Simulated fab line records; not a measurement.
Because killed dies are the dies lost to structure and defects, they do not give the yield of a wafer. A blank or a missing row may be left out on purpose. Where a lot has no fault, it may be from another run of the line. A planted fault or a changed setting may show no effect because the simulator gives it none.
Matching of chambers | flow nand harc | NHARC_P_M2_DEP_33 on pecvd-01 has 3 sister chambers
The step deposits SiCN, target thk 30 nm. 14 wafers are shown with their chamber, then 7 later ones without.

## WAFERS WITH THEIR CHAMBER
wafer  | chamber | heater power w (W) | rf fwd power W (W)
L076.1 | 2       | 551                | 449.6
L076.3 | 1       | 558                | 450.8
L076.6 | 1       | 555                | 447.4
L078.4 | 1       | 573                | 450.0
L078.5 | 0       | 488                | 449.9
L078.6 | 2       | 574                | 449.8
L080.2 | 2       | 543                | 448.9
L080.4 | 2       | 547                | 448.0
L080.5 | 0       | 527                | 448.6
L084.1 | 2       | 479                | 451.8
L084.2 | 0       | 453                | 448.2
L084.3 | 1       | 486                | 447.6
L087.1 | 0       | 461                | 447.4
L087.2 | 2       | 563                | 448.3

SIGNATURES (means of the wafers above)
reading        | chamber 0 | chamber 1 | chamber 2 | scatter within a chamber
heater power w | 482.25    | 543.00    | 542.83    | 34.9
rf fwd power W | 448.525   | 448.950   | 449.400   | 1.39
Rule: a wafer lies at a distance from a chamber equal to the root of the sum of squares, over the readings, of (its reading less the chamber's mean, divided by the reading's scatter). If the next closest chamber is less than 2 further off than the closest, the wafer can't be placed; otherwise it belongs to the closest. How the scatter is found: for the shown wafers, subtract from each reading the mean of its chamber, square and add these, divide the total by (wafers less chambers), then take the root.

## WAFERS WHOSE CHAMBER IS MISSING
wafer  | heater power w (W) | rf fwd power W (W)
L087.6 | 559                | 450.3
L095.1 | 571                | 449.7
L095.4 | 561                | 448.4
L095.5 | 499                | 450.0
L096.4 | 508                | 446.6
L096.5 | 488                | 448.8
L096.6 | 445                | 448.1

## THE CHAMBER EACH PASSED THROUGH
wafer  | from the rows above          | in truth
L087.6 | can't be placed: 2 or 1 or 0 | 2
L095.1 | can't be placed: 2 or 1 or 0 | 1
L095.4 | can't be placed: 1 or 2 or 0 | 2
L095.5 | can't be placed: 0 or 2 or 1 | 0
L096.4 | can't be placed: 0 or 1 or 2 | 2
L096.5 | can't be placed: 0 or 1 or 2 | 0
L096.6 | can't be placed: 0 or 1 or 2 | 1
Placed correctly: 0 of 7. Cannot be placed on the basis of these rows: 7; the candidates contain the true chamber in 7. Placed wrongly: 0.
